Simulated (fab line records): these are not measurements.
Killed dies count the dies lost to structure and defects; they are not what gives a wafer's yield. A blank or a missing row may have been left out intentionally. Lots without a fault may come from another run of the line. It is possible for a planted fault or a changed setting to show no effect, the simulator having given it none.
Struck lot and sound lot, side by side	flow n5Finfet	15 steps out of a route of 1938
Sound: these wafers, L923.2, L923.3, L923.4. Struck: wafer L938.2 (L938.3, L938.5, from the same lot, were not struck and are left out); the cause is given at the end.
Each step with rows lists, per side, the tool, then ch with its chambers, then its first start. Under that, the readings that differ: sound wafers	struck wafers	difference of the means	sigmas: that difference in standard deviations of wafers without a fault.
alike: readings with means less than 2 such deviations apart, plus words and numbers identical on both sides. not compared: withheld readings, readings lacking a value on some wafer, bounds such as >300 that could conceal the same value, and numbers that have no deviation in the record and whose values overlap.
The two part at a step that has a row with sigmas, a row that says differs or no value, or rows on one side only. Numbers that don't overlap but have no deviation are shown without sigmas and don't part them. A reading missing from all wafers of one side parts the sides only when that side holds two or more wafers.

N5_PASSIVATION_CD_MEAS_10 targets a cd of 3000 nm.
  sound on cdSem-02 ch 0, day 13 19:34; struck on cdSem-03 ch 0, day 18 14:28
  alike: cdNm
N5_PASSIVATION_OVL_MEAS_60:
  sound on overlay-02 ch 0, day 13 19:36; struck on overlay-01 ch 0, day 18 14:29
  alike: TV_OVL
N5_PASSIVATION_INSPECT_61: inspects for defects (macro).
  struck on defectInspect-02, day 18 14:31; sound on defectInspect-01, day 13 19:37
  alike: rawDefectCount
N5_PASSIVATION_DESCUM_12: chemistry O2, time 7.9 s.
  sound on rieDiel-02 ch 2,3, day 13 19:39; struck on rieDiel-02 ch 1, day 18 15:04
  alike: drypumpMotorCurrentA, oesProductAu, rfVppV, showerheadPlenumPTorr, throttleValvePct
  not compared: rfHoursCounterH
N5_PASSIVATION_PASS_ETCH_74: etches SiNx in CF4/O2, target depth 220 nm, time 110 s.
  sound on rieDiel-02 ch 2,3, day 13 19:43; struck on rieDiel-02 ch 1, day 18 15:08
  alike: drypumpMotorCurrentA, oesProductAu, rfVppV, showerheadPlenumPTorr, throttleValvePct
  not compared: rfHoursCounterH
N5_PASSIVATION_VIA_ETCH_13: etches SiO2 in CHF3/O2, target depth 660 nm, time 330 s.
  sound on rieDiel-02 ch 2,3, day 13 19:49; struck on rieDiel-02 ch 1, day 18 15:14
  alike: drypumpMotorCurrentA, etchRfOnTimeS, oesProductAu, rfVppV, showerheadPlenumPTorr, throttleValvePct
  not compared: rfHoursCounterH
N5_PASSIVATION_STRIP_14: strips in O2.
  sound on rieDiel-02 ch 2,3, day 13 20:01; struck on rieDiel-02 ch 1, day 18 15:26
  alike: drypumpMotorCurrentA, oesProductAu, rfVppV, showerheadPlenumPTorr, throttleValvePct
  not compared: rfHoursCounterH
then, 3 steps without rows for these wafers: N5_PASSIVATION_ETCH_15 (etches SiCN in CF4/N2, target depth 75 nm, time 81.2 s); N5_PASSIVATION_STRIP_73 (strips in post etch residue remover, time 60 s); N5_PASSIVATION_SRD_17 (time 30 s, dry time 30 s).
N5_PASSIVATION_DEGAS_18: time 60 s.
  struck on pvdSputter-01, day 18 15:52; sound on pvdSputter-02, day 13 20:59
  alike: heaterPowerW
next, for these wafers, 1 step has no rows: N5_PASSIVATION_PRE_CLEAN_19.
N5_PASSIVATION_SPUTTER_20: material TaN, target thk 50 nm.
  struck on pvdSputter-01, day 18 15:56; sound on pvdSputter-02, day 13 21:04
reading	sound	struck	difference	sigmas
model.TaN_of_PASSIVATION_SPUTTER_20.thkNm (nm)	49.6 50 50	30	-20	
  alike: throttleValvePct
then, 2 steps without rows for these wafers: N5_PASSIVATION_AL_DEP_21 (deposits Al, target thk 2800 nm, time 170 s); N5_PASSIVATION_PROBE_49.

== WHERE THEY PART ==
Nowhere in this record.

WHY: what the simulator had put in
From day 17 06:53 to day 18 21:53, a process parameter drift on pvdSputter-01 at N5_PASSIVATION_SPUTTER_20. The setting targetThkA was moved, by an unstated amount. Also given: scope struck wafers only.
